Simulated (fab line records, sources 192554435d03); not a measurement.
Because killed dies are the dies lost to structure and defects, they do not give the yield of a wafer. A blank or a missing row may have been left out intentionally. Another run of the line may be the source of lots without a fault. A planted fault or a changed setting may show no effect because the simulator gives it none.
Matching of chambers :: flow n5-finfet :: N5_BEOL_M12_DEP_53 on pecvd-03: 3 sister chambers
The step deposits SiCN from 3MS/NH3, target thk 30 nm, time 10.5 s. 20 wafers are shown with their chamber, then 10 later ones without.

WAFERS, EACH WITH ITS CHAMBER
wafer: L076.1
chamber: 1
throttle-valve-pct (%): 18.0
showerhead-vpp-V (V): 1554
showerhead-plenum-p-Torr (Torr): 4.175

wafer: L076.2
chamber: 0
throttle-valve-pct (%): 17.6
showerhead-vpp-V (V): 1470
showerhead-plenum-p-Torr (Torr): 4.176

wafer: L076.6
chamber: 1
throttle-valve-pct (%): 18.0
showerhead-vpp-V (V): 1592
showerhead-plenum-p-Torr (Torr): 4.172

wafer: L077.2
chamber: 1
throttle-valve-pct (%): 18.2
showerhead-vpp-V (V): 1597
showerhead-plenum-p-Torr (Torr): 4.171

wafer: L077.3
chamber: 2
throttle-valve-pct (%): 15.5
showerhead-vpp-V (V): 1651
showerhead-plenum-p-Torr (Torr): 4.172

wafer: L077.4
chamber: 0
throttle-valve-pct (%): 17.2
showerhead-vpp-V (V): 1512
showerhead-plenum-p-Torr (Torr): 4.171

wafer: L079.3
chamber: 2
throttle-valve-pct (%): 15.5
showerhead-vpp-V (V): 1650
showerhead-plenum-p-Torr (Torr): 4.174

wafer: L079.4
chamber: 0
throttle-valve-pct (%): 17.4
showerhead-vpp-V (V): 1495
showerhead-plenum-p-Torr (Torr): 4.183

wafer: L079.6
chamber: 2
throttle-valve-pct (%): 15.7
showerhead-vpp-V (V): 1661
showerhead-plenum-p-Torr (Torr): 4.171

wafer: L082.2
chamber: 1
throttle-valve-pct (%): 18.1
showerhead-vpp-V (V): 1596
showerhead-plenum-p-Torr (Torr): 4.181

wafer: L082.5
chamber: 2
throttle-valve-pct (%): 15.7
showerhead-vpp-V (V): 1653
showerhead-plenum-p-Torr (Torr): 4.160

wafer: L082.6
chamber: 1
throttle-valve-pct (%): 18.1
showerhead-vpp-V (V): 1593
showerhead-plenum-p-Torr (Torr): 4.179

wafer: L084.1
chamber: 2
throttle-valve-pct (%): 15.7
showerhead-vpp-V (V): 1647
showerhead-plenum-p-Torr (Torr): 4.168

wafer: L084.3
chamber: 1
throttle-valve-pct (%): 18.0
showerhead-vpp-V (V): 1575
showerhead-plenum-p-Torr (Torr): 4.185

wafer: L084.6
chamber: 2
throttle-valve-pct (%): 15.8
showerhead-vpp-V (V): 1653
showerhead-plenum-p-Torr (Torr): 4.164

wafer: L088.2
chamber: 2
throttle-valve-pct (%): 15.5
showerhead-vpp-V (V): 1694
showerhead-plenum-p-Torr (Torr): 4.168

wafer: L088.3
chamber: 1
throttle-valve-pct (%): 18.2
showerhead-vpp-V (V): 1612
showerhead-plenum-p-Torr (Torr): 4.176

wafer: L088.6
chamber: 1
throttle-valve-pct (%): 18.2
showerhead-vpp-V (V): 1556
showerhead-plenum-p-Torr (Torr): 4.174

wafer: L087.1
chamber: 0
throttle-valve-pct (%): 17.6
showerhead-vpp-V (V): 1482
showerhead-plenum-p-Torr (Torr): 4.179

wafer: L087.3
chamber: 2
throttle-valve-pct (%): 15.7
showerhead-vpp-V (V): 1616
showerhead-plenum-p-Torr (Torr): 4.183

SIGNATURES, as means of the wafers listed above
reading: throttle-valve-pct
chamber 0: 17.450
chamber 1: 18.100
chamber 2: 15.637
scatter within a chamber: 0.126

reading: showerhead-vpp-V
chamber 0: 1489.75
chamber 1: 1584.38
chamber 2: 1653.12
scatter within a chamber: 20.5

reading: showerhead-plenum-p-Torr
chamber 0: 4.17725
chamber 1: 4.17662
chamber 2: 4.17000
scatter within a chamber: 0.00578
Rule: a wafer lies at a distance from a chamber equal to the root of the sum of squares, over the readings, of (its reading less the chamber's mean, divided by the reading's scatter). The wafer belongs to the nearest chamber; if the next one is less than 2 further off, it can't be placed. The scatter: take each reading less its chamber's mean, square it, sum over the shown wafers, divide by the number of wafers less the number of chambers, and take the root.

WAFERS WHOSE CHAMBER IS MISSING
wafer: L087.5
throttle-valve-pct (%): 18.1
showerhead-vpp-V (V): 1551
showerhead-plenum-p-Torr (Torr): 4.175

wafer: L092.1
throttle-valve-pct (%): 17.5
showerhead-vpp-V (V): 1506
showerhead-plenum-p-Torr (Torr): 4.184

wafer: L092.4
throttle-valve-pct (%): 15.7
showerhead-vpp-V (V): 1676
showerhead-plenum-p-Torr (Torr): 4.180

wafer: L092.5
throttle-valve-pct (%): 18.3
showerhead-vpp-V (V): 1574
showerhead-plenum-p-Torr (Torr): 4.185

wafer: L095.1
throttle-valve-pct (%): 17.3
showerhead-vpp-V (V): 1495
showerhead-plenum-p-Torr (Torr): 4.186

wafer: L095.3
throttle-valve-pct (%): 15.9
showerhead-vpp-V (V): 1648
showerhead-plenum-p-Torr (Torr): 4.180

wafer: L095.4
throttle-valve-pct (%): 17.8
showerhead-vpp-V (V): 1504
showerhead-plenum-p-Torr (Torr): 4.180

wafer: L096.4
throttle-valve-pct (%): 15.9
showerhead-vpp-V (V): 1676
showerhead-plenum-p-Torr (Torr): 4.164

wafer: L096.5
throttle-valve-pct (%): 16.8
showerhead-vpp-V (V): 1571
showerhead-plenum-p-Torr (Torr): 4.169

wafer: L096.6
throttle-valve-pct (%): 17.9
showerhead-vpp-V (V): 1498
showerhead-plenum-p-Torr (Torr): 4.188

WHICH CHAMBER EACH ONE RAN IN
wafer: L087.5
from the rows above: 1
in truth: 1

wafer: L092.1
from the rows above: 0
in truth: 0

wafer: L092.4
from the rows above: 2
in truth: 2

wafer: L092.5
from the rows above: 1
in truth: 1

wafer: L095.1
from the rows above: 0
in truth: 0

wafer: L095.3
from the rows above: 2
in truth: 2

wafer: L095.4
from the rows above: can't be placed: 0 or 1
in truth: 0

wafer: L096.4
from the rows above: 2
in truth: 2

wafer: L096.5
from the rows above: 0
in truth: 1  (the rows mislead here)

wafer: L096.6
from the rows above: can't be placed: 0 or 1
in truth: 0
7 of 10 placed correctly. Can't be placed from these rows: 2 (the true chamber is among the candidates in 2). Wrongly placed: 1.
